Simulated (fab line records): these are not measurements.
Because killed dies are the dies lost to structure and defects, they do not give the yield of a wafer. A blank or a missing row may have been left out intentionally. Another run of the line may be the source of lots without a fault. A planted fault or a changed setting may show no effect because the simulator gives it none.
The tool behind it: which one? + flow nand_harc + 24 lots with 72 wafers sampled at 6 steps, on a route of 1302 steps

== WHAT THE GAUGES READ, wafer by wafer ==
No reading from a measuring or inspecting step in the record can be judged against a usual standard deviation.

== EACH LOT AND THE TOOL THAT RAN IT (in order: tool; ch and the chambers of the sampled wafers; start) ==
| lot  | NHARC_A_CONTACT_ETCH_114             | NHARC_A_CONTACT_ETCH_115             | NHARC_A_CONTACT_ETCH_123             | NHARC_A_CONTACT_ETCH_90            | NHARC_A_CONTACT_ETCH_75            | NHARC_A_CONTACT_ETCH_126             |
|------|--------------------------------------|--------------------------------------|--------------------------------------|------------------------------------|------------------------------------|--------------------------------------|
| L076 | har_cap_etch-03 ch 0,1, day 21 12:49 | har_cap_etch-03 ch 0,1, day 21 13:00 | har_cap_etch-03 ch 0,1, day 21 14:25 | rie_diel-07 ch 0,1,2, day 21 15:20 | rie_diel-02 ch 0,2,3, day 21 22:00 | har_cap_etch-02 ch 0,1, day 21 23:50 |
| L075 | har_cap_etch-01 ch 0,1, day 21 14:20 | har_cap_etch-01 ch 0,1, day 21 14:30 | har_cap_etch-01 ch 0,1, day 21 15:52 | rie_diel-02 ch 0,1,2, day 21 16:52 | rie_diel-13 ch 0,1,3, day 21 22:45 | har_cap_etch-03 ch 0,1, day 22 00:46 |
| L074 | har_cap_etch-02 ch 0,1, day 22 02:01 | har_cap_etch-02 ch 0,1, day 22 02:11 | har_cap_etch-02 ch 0,1, day 22 03:34 | rie_diel-02 ch 1,2,3, day 22 04:32 | rie_diel-02 ch 0,1,2, day 22 09:59 | har_cap_etch-01 ch 0,1, day 22 11:59 |
| L077 | har_cap_etch-02 ch 0,1, day 23 06:59 | har_cap_etch-02 ch 0,1, day 23 07:10 | har_cap_etch-02 ch 0,1, day 23 08:32 | rie_diel-02 ch 2,3, day 23 09:31   | rie_diel-02 ch 0,1,2, day 23 14:57 | har_cap_etch-02 ch 1, day 23 16:49   |
| L078 | har_cap_etch-01 ch 0,1, day 23 09:45 | har_cap_etch-01 ch 0,1, day 23 09:55 | har_cap_etch-01 ch 0,1, day 23 11:20 | rie_diel-02 ch 1,2,3, day 23 12:16 | rie_diel-02 ch 0,2, day 23 17:38   | har_cap_etch-01 ch 0,1, day 23 19:28 |
| L080 | har_cap_etch-03 ch 0,1, day 23 09:56 | har_cap_etch-03 ch 0,1, day 23 10:07 | har_cap_etch-03 ch 0,1, day 23 11:35 | rie_diel-02 ch 0,1,2, day 23 12:23 | rie_diel-07 ch 0,3, day 23 17:50   | har_cap_etch-03 ch 0,1, day 23 20:01 |
| L079 | har_cap_etch-02 ch 0,1, day 24 01:22 | har_cap_etch-02 ch 0,1, day 24 01:32 | har_cap_etch-02 ch 0,1, day 24 02:58 | rie_diel-13 ch 0,1,3, day 24 03:51 | rie_diel-02 ch 0,1,2, day 24 11:00 | har_cap_etch-02 ch 0, day 24 12:50   |
| L081 | har_cap_etch-03 ch 0,1, day 24 13:19 | har_cap_etch-03 ch 0,1, day 24 13:29 | har_cap_etch-03 ch 0,1, day 24 14:52 | rie_diel-07 ch 0,1, day 24 15:50   | rie_diel-13 ch 0,2,3, day 24 21:11 | har_cap_etch-02 ch 0,1, day 24 23:02 |
| L082 | har_cap_etch-03 ch 0,1, day 25 07:29 | har_cap_etch-03 ch 0,1, day 25 07:39 | har_cap_etch-03 ch 0,1, day 25 09:05 | rie_diel-02 ch 0,1, day 25 09:58   | rie_diel-02 ch 2,3, day 25 15:26   | har_cap_etch-01 ch 0,1, day 25 17:18 |
| L083 | har_cap_etch-01 ch 0,1, day 25 07:53 | har_cap_etch-01 ch 0,1, day 25 08:04 | har_cap_etch-01 ch 0,1, day 25 09:33 | rie_diel-07 ch 0,2,3, day 25 10:22 | rie_diel-02 ch 1,2, day 25 16:40   | har_cap_etch-02 ch 0,1, day 25 18:37 |
| L084 | har_cap_etch-03 ch 0,1, day 25 14:38 | har_cap_etch-03 ch 0,1, day 25 14:48 | har_cap_etch-03 ch 0,1, day 25 16:17 | rie_diel-02 ch 0,1,2, day 25 17:05 | rie_diel-02 ch 0,1, day 25 22:31   | har_cap_etch-01 ch 0,1, day 26 00:25 |
| L085 | har_cap_etch-03 ch 0,1, day 25 23:35 | har_cap_etch-03 ch 0,1, day 25 23:46 | har_cap_etch-03 ch 0,1, day 26 01:18 | rie_diel-02 ch 0,3, day 26 02:02   | rie_diel-02 ch 1,2, day 26 07:26   | har_cap_etch-02 ch 0,1, day 26 09:34 |
| L086 | har_cap_etch-03 ch 0,1, day 26 16:08 | har_cap_etch-03 ch 0,1, day 26 16:19 | har_cap_etch-03 ch 0,1, day 26 17:41 | rie_diel-13 ch 1,2, day 26 18:40   | rie_diel-02 ch 1,3, day 27 07:46   | har_cap_etch-02 ch 0,1, day 27 09:38 |
| L088 | har_cap_etch-01 ch 0,1, day 26 16:19 | har_cap_etch-01 ch 0,1, day 26 16:29 | har_cap_etch-01 ch 0,1, day 26 17:55 | rie_diel-13 ch 2,3, day 26 18:49   | rie_diel-07 ch 0,3, day 27 08:26   | har_cap_etch-03 ch 0,1, day 27 10:18 |
| L089 | har_cap_etch-02 ch 0,1, day 26 20:28 | har_cap_etch-02 ch 0,1, day 26 20:41 | har_cap_etch-02 ch 0,1, day 26 22:31 | rie_diel-13 ch 0,1,3, day 26 23:40 | rie_diel-02 ch 0,2, day 27 11:05   | har_cap_etch-02 ch 0,1, day 27 13:14 |
| L087 | har_cap_etch-03 ch 0,1, day 26 21:38 | har_cap_etch-03 ch 0,1, day 26 21:48 | har_cap_etch-03 ch 0,1, day 26 23:10 | rie_diel-13 ch 1,2,3, day 27 00:10 | rie_diel-07 ch 0,1,2, day 27 11:14 | har_cap_etch-01 ch 0,1, day 27 13:04 |
| L091 | har_cap_etch-03 ch 1, day 27 18:39   | har_cap_etch-03 ch 1, day 27 18:49   | har_cap_etch-03 ch 1, day 27 20:11   | rie_diel-02 ch 0,1,3, day 27 21:10 | rie_diel-02 ch 1,2,3, day 28 02:43 | har_cap_etch-03 ch 0,1, day 28 04:35 |
| L090 | har_cap_etch-02 ch 0,1, day 27 19:53 | har_cap_etch-02 ch 0,1, day 27 20:06 | har_cap_etch-02 ch 0,1, day 27 21:55 | rie_diel-02 ch 1,2,3, day 27 23:04 | rie_diel-02 ch 0,1,2, day 28 04:32 | har_cap_etch-02 ch 0,1, day 28 06:52 |
| L092 | har_cap_etch-02 ch 0,1, day 29 00:22 | har_cap_etch-02 ch 0,1, day 29 00:32 | har_cap_etch-02 ch 0,1, day 29 01:57 | rie_diel-02 ch 0,2, day 29 02:52   | rie_diel-07 ch 1,2,3, day 29 09:14 | har_cap_etch-03 ch 0, day 29 11:26   |
| L093 | har_cap_etch-01 ch 0,1, day 29 01:11 | har_cap_etch-01 ch 0,1, day 29 01:22 | har_cap_etch-01 ch 0,1, day 29 02:44 | rie_diel-07 ch 0,2,3, day 29 03:43 | rie_diel-02 ch 0,2,3, day 29 10:07 | har_cap_etch-02 ch 0,1, day 29 11:58 |
| L094 | har_cap_etch-02 ch 0,1, day 30 01:10 | har_cap_etch-02 ch 0,1, day 30 01:20 | har_cap_etch-02 ch 0,1, day 30 02:42 | rie_diel-02 ch 1,2,3, day 30 03:41 | rie_diel-02 ch 0,1,2, day 30 09:01 | har_cap_etch-02 ch 0,1, day 30 10:50 |
| L095 | har_cap_etch-01 ch 0,1, day 30 04:40 | har_cap_etch-01 ch 0,1, day 30 04:50 | har_cap_etch-01 ch 0,1, day 30 06:12 | rie_diel-02 ch 0,2, day 30 07:11   | rie_diel-13 ch 0,2, day 30 14:18   | har_cap_etch-01 ch 0,1, day 30 16:10 |
| L096 | har_cap_etch-03 ch 0,1, day 30 04:55 | har_cap_etch-03 ch 0,1, day 30 05:05 | har_cap_etch-03 ch 0,1, day 30 06:28 | rie_diel-07 ch 0,3, day 30 07:27   | rie_diel-02 ch 0,1,3, day 30 15:08 | har_cap_etch-03 ch 0,1, day 30 17:04 |
| L097 | har_cap_etch-02 ch 0,1, day 31 06:34 | har_cap_etch-02 ch 0,1, day 31 06:44 | har_cap_etch-02 ch 0,1, day 31 08:10 | rie_diel-02 ch 0,2, day 31 09:03   | rie_diel-02 ch 1,3, day 31 14:29   | har_cap_etch-03 ch 0, day 31 16:20   |
- NHARC_A_CONTACT_ETCH_114: etches the open film in C4F8/O2/Ar, time 190 s, target depth 1850 nm.
- NHARC_A_CONTACT_ETCH_115: etches the open film in C4F8/O2/Ar, time 190 s, target depth 1850 nm.
- NHARC_A_CONTACT_ETCH_123: etches the open film in C4F8/O2/Ar, time 490 s, target depth 2110 nm.
- NHARC_A_CONTACT_ETCH_90: etches the open film in CH3F/O2, target depth 40 nm, time 85.7 s.
- NHARC_A_CONTACT_ETCH_75: etches the open film in CF4, target depth 39 nm, time 65 s.
- NHARC_A_CONTACT_ETCH_126: etches the open film in C4F8/O2/Ar, time 197 s, target depth 1918 nm.

== WHAT THE TOOLS THEMSELVES READ (means of the sampled wafers that have a number; where no wafer has one, the mark that the record gives instead) ==
NHARC_A_CONTACT_ETCH_90.
| lot  | tool        | drypump_motor_current_A (A) | oes_product_au (a.u.) | rf_vpp_V (V) | showerhead_plenum_p_Torr (Torr) | throttle_valve_pct (%) |
|------|-------------|-----------------------------|-----------------------|--------------|---------------------------------|------------------------|
| L076 | rie_diel-07 | 5.92                        | 1.01                  | 243.6        | 2.46                            | 20.660                 |
| L075 | rie_diel-02 | 6.22                        | 0.93                  | 246.1        | 2.62                            | 20.654                 |
| L074 | rie_diel-02 | 6.01                        | 1.01                  | 245.0        | 2.50                            | 20.653                 |
| L077 | rie_diel-02 | 5.88                        | 0.94                  | 242.8        | 2.38                            | 20.666                 |
| L078 | rie_diel-02 | 6.01                        | 0.94                  | 245.8        | 2.49                            | 20.662                 |
| L080 | rie_diel-02 | 6.23                        | 1.01                  | 247.1        | 2.62                            | 20.664                 |
| L079 | rie_diel-13 | 6.33                        | 0.93                  | 244.7        | 2.39                            | 20.662                 |
| L081 | rie_diel-07 | 5.97                        | 0.99                  | 244.7        | 2.53                            | 20.662                 |
| L082 | rie_diel-02 | 6.18                        | 0.93                  | 246.5        | 2.65                            | 20.666                 |
| L083 | rie_diel-07 | 6.07                        | 1.00                  | 245.6        | 2.54                            | 20.660                 |
| L084 | rie_diel-02 | 6.20                        | 0.93                  | 247.5        | 2.61                            | 20.669                 |
| L085 | rie_diel-02 | 6.01                        | 1.01                  | 245.4        | 2.53                            | 20.660                 |
| L086 | rie_diel-13 | 6.37                        | 0.93                  | 246.0        | 2.56                            | 20.665                 |
| L088 | rie_diel-13 | 6.21                        | 0.93                  | 245.3        | 2.52                            | 20.658                 |
| L089 | rie_diel-13 | 6.30                        | 0.92                  | 243.5        | 2.38                            | 20.660                 |
| L087 | rie_diel-13 | 6.25                        | 0.93                  | 244.2        | 2.49                            | 20.658                 |
| L091 | rie_diel-02 | 5.96                        | 1.00                  | 244.4        | 2.52                            | 20.663                 |
| L090 | rie_diel-02 | 6.01                        | 1.01                  | 244.2        | 2.49                            | 20.667                 |
| L092 | rie_diel-02 | 6.32                        | 0.93                  | 245.8        | 2.58                            | 20.669                 |
| L093 | rie_diel-07 | 6.08                        | 1.01                  | 244.7        | 2.53                            | 20.666                 |
| L094 | rie_diel-02 | 6.02                        | 0.94                  | 244.4        | 2.48                            | 20.668                 |
| L095 | rie_diel-02 | 6.34                        | 0.93                  | 246.5        | 2.57                            | 20.675                 |
| L096 | rie_diel-07 | 6.14                        | 0.93                  | 246.2        | 2.58                            | 20.667                 |
| L097 | rie_diel-02 | 6.27                        | 0.94                  | 246.6        | 2.61                            | 20.670                 |

NHARC_A_CONTACT_ETCH_75.
| lot  | tool        | drypump_motor_current_A (A) | oes_product_au (a.u.) | rf_vpp_V (V) | showerhead_plenum_p_Torr (Torr) | throttle_valve_pct (%) |
|------|-------------|-----------------------------|-----------------------|--------------|---------------------------------|------------------------|
| L076 | rie_diel-02 | 6.07                        | 1.006                 | 152.0        | 1.80                            | 13.282                 |
| L075 | rie_diel-13 | 6.31                        | 1.006                 | 151.0        | 1.73                            | 13.286                 |
| L074 | rie_diel-02 | 6.21                        | 0.995                 | 151.9        | 1.88                            | 13.281                 |
| L077 | rie_diel-02 | 6.20                        | 1.003                 | 152.3        | 1.88                            | 13.280                 |
| L078 | rie_diel-02 | 6.33                        | 1.008                 | 152.1        | 1.86                            | 13.272                 |
| L080 | rie_diel-07 | 6.11                        | 0.993                 | 153.1        | 1.88                            | 13.283                 |
| L079 | rie_diel-02 | 6.21                        | 1.003                 | 152.5        | 1.87                            | 13.274                 |
| L081 | rie_diel-13 | 6.26                        | 0.998                 | 151.3        | 1.74                            | 13.283                 |
| L082 | rie_diel-02 | 6.13                        | 1.001                 | 151.3        | 1.77                            | 13.287                 |
| L083 | rie_diel-02 | 6.13                        | 1.006                 | 152.0        | 1.87                            | 13.287                 |
| L084 | rie_diel-02 | 6.15                        | 1.003                 | 153.3        | 1.90                            | 13.283                 |
| L085 | rie_diel-02 | 6.25                        | 1.004                 | 152.7        | 1.85                            | 13.293                 |
| L086 | rie_diel-02 | 5.87                        | 1.014                 | 152.2        | 1.81                            | 13.285                 |
| L088 | rie_diel-07 | 6.12                        | 0.996                 | 152.7        | 1.86                            | 13.290                 |
| L089 | rie_diel-02 | 6.31                        | 1.002                 | 152.0        | 1.85                            | 13.293                 |
| L087 | rie_diel-07 | 5.93                        | 0.997                 | 150.4        | 1.76                            | 13.278                 |
| L091 | rie_diel-02 | 5.99                        | 1.004                 | 151.3        | 1.79                            | 13.292                 |
| L090 | rie_diel-02 | 6.19                        | 1.007                 | 152.5        | 1.87                            | 13.286                 |
| L092 | rie_diel-07 | 5.94                        | 1.002                 | 151.7        | 1.74                            | 13.285                 |
| L093 | rie_diel-02 | 6.07                        | 1.008                 | 152.4        | 1.79                            | 13.283                 |
| L094 | rie_diel-02 | 6.22                        | 1.004                 | 152.2        | 1.87                            | 13.289                 |
| L095 | rie_diel-13 | 6.33                        | 0.992                 | 151.7        | 1.81                            | 13.291                 |
| L096 | rie_diel-02 | 5.94                        | 1.002                 | 151.5        | 1.80                            | 13.280                 |
| L097 | rie_diel-02 | 5.89                        | 1.000                 | 151.2        | 1.80                            | 13.282                 |

== THE ANSWER, worked out from the rows above alone ==
Rule: the usual values come from the lots themselves. The widest of any qualifying gaps counts: lots, ordered by their means at a reading, are off when they make up no more than a third of the lots, leave a main group of 4 or more, and stand apart from it by 3 or more times the standard deviation of that group's means. The tables above print the reading to a certain number of digits; a main group whose means all agree to those digits is not used. A lot without any number at a reading at which 4 lots or more have one is off too. All remaining lots with rows at the step are treated as sound. Order of review: gauges by route order, followed by the tools' own readings, for which a lot's mean as printed above is used. At the first step where some lot is off, the reading lying furthest off is the one used; lots without a number count as furthest.
Across all readings shown, no lot is off: no conclusion can be drawn from this.

== WHAT WAS PUT IN BY THE SIMULATOR ==
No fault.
